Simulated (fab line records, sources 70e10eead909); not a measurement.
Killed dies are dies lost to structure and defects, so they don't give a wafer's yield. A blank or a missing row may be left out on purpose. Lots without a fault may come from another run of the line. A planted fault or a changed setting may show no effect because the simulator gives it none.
Which tool did it? | flow nand_harc | 6 lots, 18 wafers sampled, at 5 steps of a route of 1159

WHAT THE GAUGES READ, wafer by wafer
NHARC_END_SORT_01.
lot  | measured     | on        | killed_at_other
L895 | day 21 07:55 | prober-01 | 1 1 1
L904 | day 24 01:56 | prober-01 | 1 1 0
L913 | day 25 09:56 | prober-01 | 5 6 3

WHICH TOOL RAN EACH LOT (tool, then ch and the chambers of the sampled wafers, then the start)
lot  | NHARC_A_WL_FILL_CVD_03        | NHARC_A_WL_FILL_ETCHBACK_17       | NHARC_A_WL_FILL_CVD_20                   | NHARC_A_WL_FILL_CMP_12
L891 | cvd_w-02 ch 0,1, day 15 12:18 | rie_metal-03 ch 0,1, day 16 02:27 | cvd_w-02 ch 0,1, day 16 13:08 or earlier | cmp-02 ch 0,1, day 16 13:08
L895 | cvd_w-01 ch 0,1, day 16 14:29 | rie_metal-01 ch 0,1, day 17 04:16 | cvd_w-02 ch 0,1, day 17 16:46 or earlier | cmp-02 ch 0,1,2, day 17 16:46
L904 | cvd_w-01 ch 0,1, day 19 09:38 | rie_metal-01 ch 0,1, day 19 23:52 | cvd_w-02 ch 0,1, day 20 14:41 or earlier | cmp-02 ch 0,1,2, day 20 14:41
L906 | cvd_w-01 ch 0,1, day 19 15:55 | rie_metal-01 ch 0,1, day 20 10:32 | cvd_w-02 ch 0,1, day 21 01:08 or earlier | cmp-02 ch 0,1,3, day 21 01:08
L912 | cvd_w-02 ch 0,1, day 20 16:48 | rie_metal-03 ch 0,1, day 21 05:04 | cvd_w-01 ch 0,1, day 21 16:36 or earlier | cmp-03 ch 1,2, day 21 16:36
L913 | cvd_w-02 ch 0, day 21 05:32   | rie_metal-01 ch 1, day 21 19:42   | cvd_w-01 ch 0,1, day 22 06:41 or earlier | cmp-02 ch 0,1,2, day 22 06:41
- NHARC_A_WL_FILL_CVD_03: deposits W, target thk 40 nm, time 3302 s.
- NHARC_A_WL_FILL_ETCHBACK_17: etches the open film in Cl2/BCl3, target depth 4 nm, time 26.7 s.
- NHARC_A_WL_FILL_CVD_20: deposits W, target thk 75 nm, time 5064 s.
- NHARC_A_WL_FILL_CMP_12: polishes, t overpolish 30 s, target thk 75 nm.

THE ANSWER, worked out from the rows above alone
Rule: what is usual is taken from the lots themselves. Put in order of their means at a reading, lots are off if they are a third of the lots or fewer, leave a main group of 4 or more, and stand apart from it by a gap of 3 or more times the standard deviation of the main group's means; of several such gaps the widest counts. A main group whose means are all the same, to the digits that the tables above print for the reading, isn't used. A lot without any number at a reading at which 4 lots or more have one is off too. The other lots that the step has rows for count as sound.
No lot is off at any reading shown: from this, nothing can be told.

WHAT THE SIMULATOR HAD PUT IN
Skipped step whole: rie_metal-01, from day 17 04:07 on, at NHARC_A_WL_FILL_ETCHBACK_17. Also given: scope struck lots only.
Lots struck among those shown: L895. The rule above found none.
